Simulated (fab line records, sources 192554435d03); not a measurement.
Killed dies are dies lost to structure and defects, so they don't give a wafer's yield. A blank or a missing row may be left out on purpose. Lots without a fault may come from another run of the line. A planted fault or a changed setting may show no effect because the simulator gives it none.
Split-lot experiment | flow n5_finfet | 7 lots, 39 wafers read, on a route of 1938 steps

THE SPLIT
At N5_PASSIVATION_PECVD_35 (deposits SiNx from SiH4/NH3/N2, target thk 700 nm, time 151.3 s), the setting time_s was moved away from the recipe's 151.3 s on 15 of the 39 wafers read, by -24.7% to +44.0%. The other wafers ran this setting at the recipe's value.

The reading is taken at the split's own step.

THE READING
SiNx_of_PASSIVATION_PECVD_35.thk_nm (the simulator's own value, which no gauge read), in nm, at N5_PASSIVATION_PECVD_35 (deposits SiNx from SiH4/NH3/N2, target thk 700 nm, time 151.3 s). The file gives no usual value for it. The 24 wafers here that ran the recipe average 700.3 nm, standard deviation 9.6 nm.

wafer  | tool, chamber at the split | time_s as run, s | against the recipe | SiNx_of_PASSIVATION_PECVD_35.thk_nm, nm | against lot-mates on the recipe
L074.1 | pecvd-01, 0                | 151.3            | recipe             | 685.4                                   | -
L074.2 | pecvd-01, 2                | 185.9            | +22.9%             | 840                                     | +148.5
L074.3 | pecvd-01, 1                | 151.3            | recipe             | 687.4                                   | -
L074.4 | pecvd-01, 2                | 185.9            | +22.9%             | 859                                     | +167.5
L074.5 | pecvd-01, 0                | 151.3            | recipe             | 701.6                                   | -
L074.6 | pecvd-01, 1                | 185.9            | +22.9%             | 860.4                                   | +168.9
L078.1 | pecvd-02, 2,0              | 209.1            | +38.2%             | 963.2                                   | +253.1
L078.3 | pecvd-02, 2,0              | 209.1            | +38.2%             | 963.2                                   | +253.1
L078.2 | pecvd-02, 1                | 151.3            | recipe             | 703.2                                   | -
L078.4 | pecvd-02, 1                | 209.1            | +38.2%             | 991.4                                   | +281.3
L078.5 | pecvd-02, 0                | 151.3            | recipe             | 712.6                                   | -
L078.6 | pecvd-02, 2                | 151.3            | recipe             | 714.4                                   | -
L083.1 | pecvd-02, 0                | 114              | -24.7%             | 530.8                                   | -171.3
L083.2 | pecvd-02, 2                | 151.3            | recipe             | 702                                     | -
L083.3 | pecvd-02, 1                | 151.3            | recipe             | 694.8                                   | -
L083.4 | pecvd-02, 1                | 151.3            | recipe             | 709.4                                   | -
L083.5 | pecvd-02, 2                | 114              | -24.7%             | 542                                     | -160.1
L083.6 | pecvd-02, 0                | 114              | -24.7%             | 540.6                                   | -161.5
L087.1 | pecvd-04, 0,1              | 151.3            | recipe             | 708.8                                   | -
L087.6 | pecvd-04, 0,1              | 151.3            | recipe             | 708.8                                   | -
L087.2 | pecvd-04, 1                | 151.3            | recipe             | 687.2                                   | -
L087.3 | pecvd-04, 0                | 151.3            | recipe             | 716.4                                   | -
L087.4 | pecvd-04, 1                | 151.3            | recipe             | 702.4                                   | -
L087.5 | pecvd-04, 0                | 151.3            | recipe             | 714.4                                   | -
L088.1 | pecvd-04, 2                | 151.3            | recipe             | 697                                     | -
L088.2 | pecvd-04, 0                | 176              | +16.3%             | 820                                     | +121.5
L088.3 | pecvd-04, 1                | 176              | +16.3%             | 815.6                                   | +117.1
L088.4 | pecvd-04, 0                | 176              | +16.3%             | 827                                     | +128.5
L088.5 | pecvd-04, 2                | 151.3            | recipe             | 696                                     | -
L088.6 | pecvd-04, 1                | 151.3            | recipe             | 702.4                                   | -
L090.1 | pecvd-02, 2                | 151.3            | recipe             | 692.8                                   | -
L090.2 | pecvd-02, 0                | 217.8            | +44.0%             | 1000                                    | +302.5
L090.3 | pecvd-02, 1                | 151.3            | recipe             | 698.6                                   | -
L090.4 | pecvd-02, 2                | 151.3            | recipe             | 701                                     | -
L090.5 | pecvd-02, 0                | 217.8            | +44.0%             | 1022                                    | +324.5
L090.6 | pecvd-02, 1                | 217.8            | +44.0%             | 1019                                    | +321.5
L094.1 | pecvd-01, 1                | 151.3            | recipe             | 698.4                                   | -
L094.3 | pecvd-01, 2                | 151.3            | recipe             | 679.6                                   | -
L094.6 | pecvd-01, 2                | 151.3            | recipe             | 692.8                                   | -
Where a row lists several chambers, the file gives one row for several wafers and doesn't say which wafer went through which chamber.

THE FIT
A straight line over all 39 wafers: SiNx_of_PASSIVATION_PECVD_35.thk_nm changes by +6.99 nm for each +1% of time_s; r = +1.00; the points scatter about the line by 11 nm.
The same after taking each lot's own level away (the mean of its wafers on the recipe; 39 wafers): +7 nm for each +1%; r = +1.00; scatter 8.9 nm.
On that fit, the largest move of time_s shifts the reading by 3.1e+02 nm.
The lots' own levels span 690.27 to 710.07 nm, that is 2.1 times the standard deviation above.
So the lot-to-lot level changes the slope little: the two slopes agree.
Check: with one of the wafers moved furthest among these (+44.0%) left out of the fit, the line predicts +310 nm for it against its lot-mates. It came out at +303 nm against them.

OTHER SPLITS ON THESE WAFERS
These wafers also went through other splits before the reading. Each is held against what the fit with the lots' levels taken away leaves over:
other split on the same wafers | wafers away from the commonest value | r with SiNx_of_PASSIVATION_PECVD_35.thk_nm (lot level and that fit taken away)
N5_BEOL_M15_ETCH_61 time_s     | 9                                    | +0.30

THE FILE'S OWN FIT
SiNx_of_PASSIVATION_PECVD_35.thk_nm changes by +7.03 nm for each +1% of time_s, r = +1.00.
